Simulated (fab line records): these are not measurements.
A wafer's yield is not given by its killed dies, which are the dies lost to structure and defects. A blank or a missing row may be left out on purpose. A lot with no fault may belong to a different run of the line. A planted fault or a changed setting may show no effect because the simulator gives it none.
Chamber matching    flow n5_finfet    N5_SD_EPI_N_ETCHBACK_44 on rie_diel-02: 4 sister chambers
The step etches SiNx in CH3F/O2, stops on SiO2, target depth 14.5 nm. 8 wafers are shown with their chamber, then 7 later ones without.

== WAFERS, EACH WITH ITS CHAMBER ==
wafer   chamber  throttle_valve_pct (%)  showerhead_plenum_p_Torr (Torr)
L330.2  0        16.27                   1.99
L333.3  3        16.76                   1.99
L333.6  1        16.50                   2.07
L336.2  3        16.77                   1.99
L336.3  2        16.30                   1.98
L336.6  0        16.29                   1.99
L337.1  2        16.30                   1.98
L337.2  1        16.52                   2.06

== WAFERS WHOSE CHAMBER IS MISSING ==
wafer   throttle_valve_pct (%)  showerhead_plenum_p_Torr (Torr)
L337.3  16.30                   1.99
L338.3  16.32                   1.99
L338.5  16.53                   2.06
L338.6  16.33                   1.99
L339.3  16.80                   1.98
L339.4  16.32                   1.98
L339.5  16.54                   2.06

== WHICH CHAMBER EACH ONE RAN IN ==
wafer    from the rows above       in truth
L337.3   can't be placed: 0 or 2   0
L338.3   can't be placed: 2 or 0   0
L338.5   1                         1
L338.6   can't be placed: 2 or 0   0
L339.3   3                         3
L339.4   2                         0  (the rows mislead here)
L339.5   1                         1
3 of 7 placed correctly. Not placeable from these rows: 3 (in 3, the candidates include the true chamber). Wrongly placed: 1.
How it was worked out, from the rows above alone: a wafer's distance from a chamber is the root of the sum, over the readings, of the square of ((its reading less the chamber's mean) divided by the reading's scatter). The wafer belongs to the nearest chamber; if the next one is less than 2 further off, it can't be placed. Each chamber's mean is taken over the wafers shown for it. How the scatter is found: for the shown wafers, subtract from each reading the mean of its chamber, square and add these, divide the total by (wafers less chambers), then take the root.
